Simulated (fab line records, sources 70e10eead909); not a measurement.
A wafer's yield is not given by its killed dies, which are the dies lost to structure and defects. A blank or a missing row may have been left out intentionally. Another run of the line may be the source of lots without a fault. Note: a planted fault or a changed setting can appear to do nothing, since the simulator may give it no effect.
What tool caused it?	flow nandHarc	Sampling: 14 lots, 42 wafers, 5 of 1302 route steps

WHAT THE GAUGES READ, wafer by wafer
NHARC_HYBRID_BOND_OVL_MEAS_05.
lot	measured	on	overlayXNm (nm)	overlayYNm (nm)
L826	day 22 21:02	overlay-01	-30 -41 28	-4 27 4
L827	day 24 04:40	overlay-02	9 -20 -49	-43 24 -37
L828	day 24 04:39	overlay-02	-5 -4 15	-31 -36 19
L830	day 25 02:41	overlay-02	-12 4 -15	-28 51 -55
L831	day 25 02:41	overlay-01	-52 -12 47	21 25 -1
L838	day 27 20:25	overlay-02	6 -17 4	23 44 16
L840	day 29 01:34	overlay-02	4 47 37	42 65 1
L839	day 29 09:34	overlay-01	10 -2 -68	21 -32 4
L841	day 29 01:34	overlay-01	21 -2 -17	69 8 16
L842	day 29 18:30	overlay-01	80 20 30	-20 -50 29
L847	day 31 19:42	overlay-02	-31 12 -31	15 -29 17
L846	day 32 09:15	overlay-02	-6 12 -43	-51 -26 51
L848	day 32 17:20	overlay-02	19 -10 -52	-31 -10 -20
L849	day 33 06:41	overlay-02	-69 -43 20	-33 11 -52

NHARC_THIN_TSV_CD_MEAS_12 targets a cd of 1000 nm.
lot	measured	on	cdNm (nm)
L826	day 22 23:40	cdSem-03	1000.3 999.7 1000.5
L827	day 24 09:38	cdSem-03	1000.0 1000.0 999.3
L828	day 24 07:17	cdSem-01	1000.6 997.4 1004.0
L830	day 25 06:30	cdSem-03	1002.4 1002.0 999.5
L831	day 25 05:20	cdSem-03	1003.5 1004.1 1001.8
L838	day 28 00:22	cdSem-03	994.7 1000.0 998.7
L840	day 29 05:22	cdSem-01	1000.7 996.5 1001.0
L839	day 29 12:28	cdSem-02	1003.5 999.4 997.0
L841	day 29 04:19	cdSem-02	999.8 998.5 1000.1
L842	day 29 22:26	cdSem-02	1003.7 1000.3 1002.8
L847	day 32 02:33	cdSem-01	1003.0 1002.9 1000.9
L846	day 32 11:51	cdSem-01	1001.0 999.7 997.2
L848	day 32 19:56	cdSem-01	999.7 1001.5 998.8
L849	day 33 09:26	cdSem-01	999.7 1002.7 999.8

NHARC_END_SORT_01.
lot	measured	on	killedAtArray	killedAtOther	killedAtPeriphery	killedDies	killedOpen	killedShort
L828	day 25 04:07	prober-02	173 169 122	2 0 0	3 0 4	178 169 126	1 1 1	4 0 1
L831	day 25 21:07	prober-02	111 129 114	1 1 2	1 6 3	113 136 119	1 2 5	1 2 4

WHAT TOOL EACH LOT RAN ON (gives the tool, then ch and the chambers of the sampled wafers, and finally the start)
lot	NHARC_A_STAIRCASE_STRIP_464	NHARC_THIN_TSV_ETCH_36
L826	rieDiel-01 ch 0,1, day 16 08:35	rieMetal-02 ch 0,1, day 23 06:12
L827	rieDiel-01 ch 0,1,2, day 17 08:22	rieMetal-01 ch 0,1, day 24 16:06
L828	rieDiel-01 ch 1,2,3, day 17 09:47	rieMetal-03 ch 0,1, day 24 14:05
L830	rieDiel-05 ch 1,2,3, day 18 17:53	rieMetal-03 ch 0,1, day 25 12:58
L831	rieDiel-01 ch 0,3, day 18 22:49	rieMetal-01 ch 0,1, day 25 11:41
L838	rieDiel-01 ch 0,1,2, day 21 16:34	rieMetal-03 ch 0,1, day 28 06:49
L840	rieDiel-05 ch 0,1,2, day 23 00:25	rieMetal-02 ch 0,1, day 29 11:41
L839	rieDiel-06 ch 1,2,3, day 23 03:46	rieMetal-01 ch 0,1, day 29 18:55
L841	rieDiel-01 ch 0,2, day 23 04:23	rieMetal-03 ch 0,1, day 29 10:45
L842	rieDiel-01 ch 0,2,3, day 23 14:05	rieMetal-02 ch 0,1, day 30 04:53
L847	rieDiel-06 ch 1,3, day 25 07:49	rieMetal-02 ch 0,1, day 32 09:10
L846	rieDiel-01 ch 0,1,3, day 25 07:56	rieMetal-03 ch 0,1, day 32 18:37
L848	rieDiel-01 ch 0,2, day 26 03:04	rieMetal-01 ch 0,1, day 33 02:31
L849	rieDiel-05 ch 1,2, day 26 15:39	rieMetal-01 ch 0,1, day 33 15:56
- NHARC_A_STAIRCASE_STRIP_464: strips in O2/COS.
- NHARC_THIN_TSV_ETCH_36: etches the open film in Cl2/BCl3, target depth 65 nm, time 18.571 s.

WHAT THE TOOLS THEMSELVES READ (means of the sampled wafers that have a number; where no wafer has one, the mark that the record gives instead)
NHARC_THIN_TSV_ETCH_36.
lot	tool	drypumpMotorCurrentA (A)	oesProductAu (a.u.)
L826	rieMetal-02	6.0	1.000
L827	rieMetal-01	4.8	0.995
L828	rieMetal-03	5.7	0.997
L830	rieMetal-03	5.5	1.000
L831	rieMetal-01	5.0	1.001
L838	rieMetal-03	5.5	1.012
L840	rieMetal-02	6.0	1.002
L839	rieMetal-01	5.0	1.006
L841	rieMetal-03	5.5	0.997
L842	rieMetal-02	5.6	0.998
L847	rieMetal-02	5.9	0.993
L846	rieMetal-03	5.7	1.005
L848	rieMetal-01	4.8	0.996
L849	rieMetal-01	4.8	0.999

THE ANSWER, worked out from the rows above alone
Rule: usual is defined by the lots themselves. The widest of any qualifying gaps counts: lots, ordered by their means at a reading, are off when they make up no more than a third of the lots, leave a main group of 4 or more, and stand apart from it by 3 or more times the standard deviation of that group's means. The tables above print the reading to a certain number of digits; a main group whose means all agree to those digits is not used. Also off: a lot with no number at a reading for which 4 or more lots have one. Any other lot the step has rows for is counted as sound. Order of review: gauges by route order, followed by the tools' own readings, for which a lot's mean as printed above is used. The first step at which some lot is off is used, and at that step the reading that is off furthest; a lot without a number counts as furthest.
None of the lots is off at any reading shown; this tells nothing.

WHAT HAD BEEN PUT IN BY THE SIMULATOR
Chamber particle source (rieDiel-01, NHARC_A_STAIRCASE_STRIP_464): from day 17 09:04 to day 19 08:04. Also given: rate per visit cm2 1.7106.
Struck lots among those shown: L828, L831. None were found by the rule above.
